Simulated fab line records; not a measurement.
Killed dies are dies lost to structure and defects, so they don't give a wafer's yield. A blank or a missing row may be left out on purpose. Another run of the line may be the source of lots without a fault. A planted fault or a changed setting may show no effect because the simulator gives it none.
Matching of chambers    flow n5Finfet    N5_FIN_CUT_ETCH_21 on rieDiel-06: 4 sister chambers
The step etches SOC in N2/H2, target depth 219 nm, overetch 43.8 nm, time 523.5 s. 8 wafers are shown with their chamber, then 9 later ones without.

WAFERS WITH THEIR CHAMBER
wafer   chamber  showerheadPlenumPTorr (Torr)  drypumpMotorCurrentA (A)
L078.2  1        2.51                          4.7
L079.6  1        2.51                          4.7
L080.1  3        2.35                          5.9
L080.2  0        2.61                          5.6
L080.4  2        2.69                          5.4
L083.1  2        2.69                          5.4
L083.2  3        2.34                          5.9
L083.5  0        2.61                          5.7

WAFERS WHOSE CHAMBER IS MISSING
wafer   showerheadPlenumPTorr (Torr)  drypumpMotorCurrentA (A)
L093.1  2.50                          4.7
L093.5  2.33                          5.9
L093.6  2.68                          5.4
L095.1  2.33                          5.9
L095.3  2.68                          5.4
L095.5  2.68                          5.4
L097.2  2.68                          5.4
L097.3  2.33                          5.9
L097.4  2.60                          5.6

CHAMBER TAKEN BY EACH
wafer   from the rows above  in truth
L093.1  1                    1
L093.5  3                    3
L093.6  2                    2
L095.1  3                    3
L095.3  2                    2
L095.5  2                    2
L097.2  2                    2
L097.3  3                    3
L097.4  0                    0
9 of 9 placed correctly. Can't be placed from these rows: 0. Placed wrongly: 0.
How it was worked out, from the rows above alone: a wafer's distance from a chamber is the root of the sum, over the readings, of the square of ((its reading less the chamber's mean) divided by the reading's scatter). If the next closest chamber is less than 2 further off than the closest, the wafer can't be placed; otherwise it belongs to the closest. For every chamber, the mean is computed from those of its wafers that are shown. The scatter: take each reading less its chamber's mean, square it, sum over the shown wafers, divide by the number of wafers less the number of chambers, and take the root.
